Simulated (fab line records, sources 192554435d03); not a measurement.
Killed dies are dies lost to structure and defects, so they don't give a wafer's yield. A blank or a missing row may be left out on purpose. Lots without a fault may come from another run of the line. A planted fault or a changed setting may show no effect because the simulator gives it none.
Split-lot experiment | flow n5_finfet | 7 lots, 21 wafers read, on a route of 1938 steps

THE SPLIT
At N5_BEOL_M9_PECVD_70 (deposits SiO2 from TEOS/O2, target thk 20 nm, time 22.7 s), the setting temp_c was moved away from the recipe's 400 C on 11 of the 21 wafers read, by -3.5% to +4.4%. The other wafers ran this setting at the recipe's value.

FROM THE SPLIT TO THE READING: what the file shows between them, 5 steps
- N5_BEOL_M9_COAT_22: resist thk 30 nm (also split here: spin_rpm)
- N5_BEOL_M9_ETCH_65: etches SiARC in CF4, target depth 15.6 nm, time 26 s (also split here: cf4_flow_sccm)
- N5_BEOL_M9_ETCH_66: etches SOC in N2/H2, target depth 80 nm, overetch 16 nm, time 120 s
- N5_BEOL_M9_STRIP_69: strips in N2/H2
- N5_BEOL_M9_STRIP_80: strips in N2/H2, time 10 s

THE READING
SiO2_of_BEOL_M9_PECVD_70.thk_nm (the simulator's own value, which no gauge read), in nm, at N5_BEOL_M9_HM_STRIP_39 (strips TiN in peroxide tin strip, target depth 25 nm, time 158 s). The file gives no usual value for it. The 10 wafers here that ran the recipe average 19.9 nm, standard deviation 0.28 nm.

wafer  | tool, chamber at the split | temp_c as run, C | against the recipe | SiO2_of_BEOL_M9_PECVD_70.thk_nm, nm | against lot-mates on the recipe
L075.2 | pecvd-02, 1                | 400              | recipe             | 20                                  | -
L075.4 | pecvd-02, 0                | 400              | recipe             | 20                                  | -
L075.6 | pecvd-02, 0                | 400              | recipe             | 20                                  | -
L077.2 | pecvd-02, 1                | 400              | recipe             | 19.8                                | -
L077.6 | pecvd-02, 1                | 400              | recipe             | 19.8                                | -
L077.3 | pecvd-02, 1                | 386              | -3.5%              | 22                                  | +2.2
L085.3 | pecvd-02, 1                | 400              | recipe             | 19.8                                | -
L085.6 | pecvd-02, 1                | 400              | recipe             | 19.8                                | -
L085.4 | pecvd-02, 2                | 394.9            | -1.3%              | 20.4                                | +0.6
L087.2 | pecvd-03, 0                | 415.8            | +4.0%              | 17.6                                | -2.8
L087.3 | pecvd-03, 2                | 415.8            | +4.0%              | 17.6                                | -2.8
L087.6 | pecvd-03, 1                | 400              | recipe             | 20.4                                | -
L090.2 | pecvd-01, 2                | 417.5            | +4.4%              | 18.2                                | -2.2
L090.5 | pecvd-01, 2                | 417.5            | +4.4%              | 18.2                                | -2.2
L090.6 | pecvd-01, 1                | 400              | recipe             | 20.4                                | -
L094.2 | pecvd-01, 1                | 400              | recipe             | 19.4                                | -
L094.3 | pecvd-01, 0                | 393              | -1.7%              | 20.6                                | +1.2
L094.6 | pecvd-01, 1                | 393              | -1.7%              | 21                                  | +1.6
L096.1 | pecvd-03, 2,1              | 386.2            | -3.4%              | 21.4                                | no lot-mate on the recipe
L096.2 | pecvd-03, 2,1              | 386.2            | -3.4%              | 21.6                                | no lot-mate on the recipe
L096.4 | pecvd-03, 2                | 386.2            | -3.4%              | 21.8                                | no lot-mate on the recipe
Where a row lists several chambers, the file gives one row for several wafers and doesn't say which wafer went through which chamber.

THE FIT
A straight line over all 21 wafers: SiO2_of_BEOL_M9_PECVD_70.thk_nm changes by -0.493 nm for each +1% of temp_c; r = -0.97; the points scatter about the line by 0.3 nm.
The same after taking each lot's own level away (the mean of its wafers on the recipe; 18 wafers): -0.616 nm for each +1%; r = -0.98; scatter 0.26 nm.
On that fit, the largest move of temp_c shifts the reading by 2.7 nm.
The lots' own levels span 19.40 to 20.40 nm, that is 3.5 times the standard deviation above.
So the lot-to-lot level changes the slope: the two fits differ.
Check: with one of the wafers moved furthest among these (+4.4%) left out of the fit, the line predicts -2.79 nm for it against its lot-mates. It came out at -2.2 nm against them.

OTHER SPLITS ON THESE WAFERS
These wafers also went through other splits before the reading. Each is held against what the fit with the lots' levels taken away leaves over:
other split on the same wafers             | wafers away from the commonest value | r with SiO2_of_BEOL_M9_PECVD_70.thk_nm (lot level and that fit taken away)
N5_BEOL_M6_ALD_77 co_reactant_pulse_time_s | 7                                    | +0.18
N5_BEOL_M7_ILD_DEP_00 time_s               | 10                                   | +0.54
N5_BEOL_M8_ILD_DEP_00 time_s               | 7                                    | -0.28
N5_BEOL_M9_COAT_22 spin_rpm                | 8                                    | -0.25
N5_BEOL_M9_ETCH_65 cf4_flow_sccm           | 6                                    | +0.12

THE WHOLE CHAIN: every reading that the file lists as answering this split, in the file's order
step                   | what it does                                                     | reading                                                                          | change (the file's fit)               | r (the file's)
N5_BEOL_M9_PECVD_70    | deposits SiO2 from TEOS/O2, target thk 20 nm, time 22.7 s        | SiO2_of_BEOL_M9_PECVD_70.thk_nm (the simulator's own value, which no gauge read) | -0.589 nm for each +1% of the setting | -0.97
N5_BEOL_M9_HM_STRIP_39 | strips TiN in peroxide tin strip, target depth 25 nm, time 158 s | SiO2_of_BEOL_M9_PECVD_70.thk_nm (the simulator's own value, which no gauge read) | -0.611 nm for each +1% of the setting | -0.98

THE FILE'S OWN FIT
SiO2_of_BEOL_M9_PECVD_70.thk_nm changes by -0.611 nm for each +1% of temp_c, r = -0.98.
